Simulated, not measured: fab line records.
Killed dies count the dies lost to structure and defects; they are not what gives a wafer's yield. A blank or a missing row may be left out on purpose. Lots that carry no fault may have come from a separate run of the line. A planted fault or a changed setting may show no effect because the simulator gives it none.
Which tool did it?    flow nand harc    6 lots, 18 wafers sampled, at 5 steps of a route of 1302

WHAT THE GAUGES READ, wafer by wafer
NHARC_END_SORT_01.
lot   measured      on         killed at array
L448  day 31 13:34  prober-02  50 55 60

TOOL THAT RAN EACH LOT (tool first, then ch and the chambers of the sampled wafers, then the start)
lot   NHARC_A_WL_FILL_ALD_02               NHARC_A_WL_FILL_ALD_19               NHARC_A_WL_FILL_CVD_20                    NHARC_A_CONTACT_DEP_24
L432  ald metal-02 ch 0,1,3, day 20 17:15  ald metal-02 ch 0,1,2, day 21 11:32  cvd w-01 ch 0, day 21 12:55 or earlier    pecvd-02 ch 1,2, day 21 12:55
L434  ald metal-01 ch 1,2, day 22 00:31    ald metal-03 ch 0,1,3, day 22 17:54  cvd w-02 ch 0,1, day 22 18:52 or earlier  pecvd-04 ch 1,2, day 22 18:52
L436  ald metal-01 ch 0,2,3, day 22 17:59  ald metal-02 ch 0,1,2, day 23 11:05  cvd w-01 ch 0,1, day 23 12:00 or earlier  pecvd-02 ch 0,1,2, day 23 12:00
L439  ald metal-02 ch 1,2,3, day 23 19:50  ald metal-02 ch 0,2,3, day 24 15:05  cvd w-02 ch 0,1, day 24 15:59 or earlier  pecvd-04 ch 0,1,2, day 24 15:59
L448  ald metal-01 ch 0,1,2, day 27 11:17  ald metal-02 ch 0,1,2, day 28 03:59  cvd w-02 ch 0,1, day 28 04:57 or earlier  pecvd-02 ch 0,1,2, day 28 04:57
L454  ald metal-02 ch 0,1,2, day 29 14:23  ald metal-03 ch 0,1,2, day 30 09:43  cvd w-01 ch 0,1, day 30 10:41 or earlier  pecvd-02 ch 0,2, day 30 10:41
- NHARC_A_WL_FILL_ALD_02: deposits TiN, target thk 2 nm, pulse time 3 s, ald cycles 100.
- NHARC_A_WL_FILL_ALD_19: deposits TiN, target thk 2 nm, pulse time 3 s, ald cycles 100.
- NHARC_A_WL_FILL_CVD_20: deposits W, target thk 100 nm, time 74 s.
- NHARC_A_CONTACT_DEP_24: deposits SiO2, target thk 500 nm.

THE ANSWER, worked out from the rows above alone
Rule: what is usual is taken from the lots themselves. Put in order of their means at a reading, lots are off if they are a third of the lots or fewer, leave a main group of 4 or more, and stand apart from it by a gap of 3 or more times the standard deviation of the main group's means; of several such gaps the widest counts. A main group whose means are all the same, to the digits that the tables above print for the reading, isn't used. A lot without any number at a reading at which 4 lots or more have one is off too. All remaining lots with rows at the step are treated as sound.
Nothing can be told from this: no lot is off at any reading shown.

WHAT WAS PUT IN BY THE SIMULATOR
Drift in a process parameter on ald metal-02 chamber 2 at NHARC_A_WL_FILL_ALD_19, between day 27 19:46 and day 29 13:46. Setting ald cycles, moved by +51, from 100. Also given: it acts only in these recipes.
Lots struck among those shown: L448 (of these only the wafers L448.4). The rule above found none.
